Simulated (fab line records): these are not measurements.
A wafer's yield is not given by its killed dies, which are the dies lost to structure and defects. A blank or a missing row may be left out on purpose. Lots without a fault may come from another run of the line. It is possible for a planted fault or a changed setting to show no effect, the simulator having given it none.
Which tool was responsible? -- flow nand harc -- 11 lots, 33 wafers sampled, at 5 steps of a route of 1302

WHAT EACH GAUGE READ, for each wafer
NHARC_A_WL_FILL_INSPECT_15.
lot,measured,on,raw defect count
L853,day 22 09:27,defect inspect-02,620 568 745
L857,day 23 15:58,defect inspect-01,2692 2672 2470
L858,day 23 22:11,defect inspect-01,2465 2452 2450
L866,day 26 03:49,defect inspect-02,337 310 376
L868,day 27 11:46,defect inspect-02,400 364 367
L867,day 27 11:45,defect inspect-01,584 329 509
L869,day 28 16:23,defect inspect-01,405 360 399
L870,day 28 16:14,defect inspect-02,442 641 612
L872,day 29 05:17,defect inspect-02,378 480 538
L871,day 29 05:28,defect inspect-01,568 509 424
L873,day 29 14:02,defect inspect-01,644 480 752

WHAT TOOL EACH LOT RAN ON (gives the tool, then ch and the chambers of the sampled wafers, and finally the start)
lot,NHARC_A_SLIT_ETCH_26,NHARC_A_WL_FILL_RTA_01,NHARC_A_WL_FILL_ALD_10,NHARC_A_WL_FILL_CMP_12
L853,"har etch-02 ch 0,1, day 21 06:51","rtp anneal-02 ch 0, day 21 15:07","ald hk-02 ch 0,1,2, day 21 23:16","cmp-02 ch 0,2,3, day 22 09:01"
L857,"har etch-01 ch 0,1, day 22 13:53","rtp anneal-01 ch 0, day 22 22:07","ald hk-04 ch 0,1,3, day 23 05:17","cmp-03 ch 0,1,3, day 23 15:31"
L858,"har etch-01 ch 0,1, day 22 19:45","rtp anneal-02 ch 0, day 23 04:14","ald hk-04 ch 0,1,3, day 23 11:00","cmp-03 ch 0,1,3, day 23 21:41"
L866,"har etch-02 ch 0,1, day 25 01:43","rtp anneal-01 ch 0, day 25 10:04","ald hk-03 ch 1,2,3, day 25 17:43","cmp-03 ch 0,1,3, day 26 03:23"
L868,"har etch-01 ch 0,1, day 26 09:41","rtp anneal-02 ch 0, day 26 18:04","ald hk-04 ch 0,2,3, day 27 01:54","cmp-01 ch 0,1,3, day 27 11:20"
L867,"har etch-02 ch 0,1, day 26 09:44","rtp anneal-01 ch 0, day 26 18:00","ald hk-02 ch 0,1, day 27 00:34","cmp-02 ch 1,2, day 27 11:17"
L869,"har etch-02 ch 0,1, day 27 14:35","rtp anneal-01 ch 0, day 27 22:56","ald hk-02 ch 0,1,3, day 28 05:43","cmp-01 ch 0,1,2, day 28 15:54"
L870,"har etch-01 ch 0,1, day 27 15:10","rtp anneal-02 ch 0, day 27 23:00","ald hk-04 ch 2,3, day 28 05:44","cmp-03 ch 0,1, day 28 15:47"
L872,"har etch-02 ch 0,1, day 28 00:28","rtp anneal-01 ch 0, day 28 08:52","ald hk-03 ch 0,1,3, day 28 19:06","cmp-02 ch 0,1,3, day 29 04:51"
L871,"har etch-02 ch 0,1, day 28 04:19","rtp anneal-02 ch 0, day 28 12:44","ald hk-04 ch 2,3, day 28 17:33","cmp-01 ch 0,1,3, day 29 05:00"
L873,"har etch-01 ch 0,1, day 28 08:55","rtp anneal-02 ch 0, day 28 19:14","ald hk-02 ch 1,2,3, day 29 02:56","cmp-01 ch 0,1,2, day 29 13:32"
- NHARC_A_SLIT_ETCH_26: etches the open film in C4F8/O2/Ar, time 90 s, target depth 400 nm.
- NHARC_A_WL_FILL_RTA_01: time 5 s.
- NHARC_A_WL_FILL_ALD_10: deposits SiO2, target thk 50 nm, pulse time 10 s, ald cycles 500.
- NHARC_A_WL_FILL_CMP_12: polishes, t overpolish 30 s, target thk 100 nm.

THE ANSWER, worked out from the rows above alone
Rule: usual is defined by the lots themselves. The widest of any qualifying gaps counts: lots, ordered by their means at a reading, are off when they make up no more than a third of the lots, leave a main group of 4 or more, and stand apart from it by 3 or more times the standard deviation of that group's means. The tables above print the reading to a certain number of digits; a main group whose means all agree to those digits is not used. Also off: a lot with no number at a reading for which 4 or more lots have one. The other lots that the step has rows for count as sound.
Off at NHARC_A_WL_FILL_INSPECT_15 (raw defect count): L857, L858. The main group: mean 487, standard deviation 1e+02.
If a tool, at a process step before that reading, ran all the lots that are off and no sound lot after the first of them, it fits. Gauges at NHARC_A_WL_FILL_INSPECT_15: tried the same way as those tools. No candidate that was tried fits.

WHAT THE SIMULATOR HAD INSERTED
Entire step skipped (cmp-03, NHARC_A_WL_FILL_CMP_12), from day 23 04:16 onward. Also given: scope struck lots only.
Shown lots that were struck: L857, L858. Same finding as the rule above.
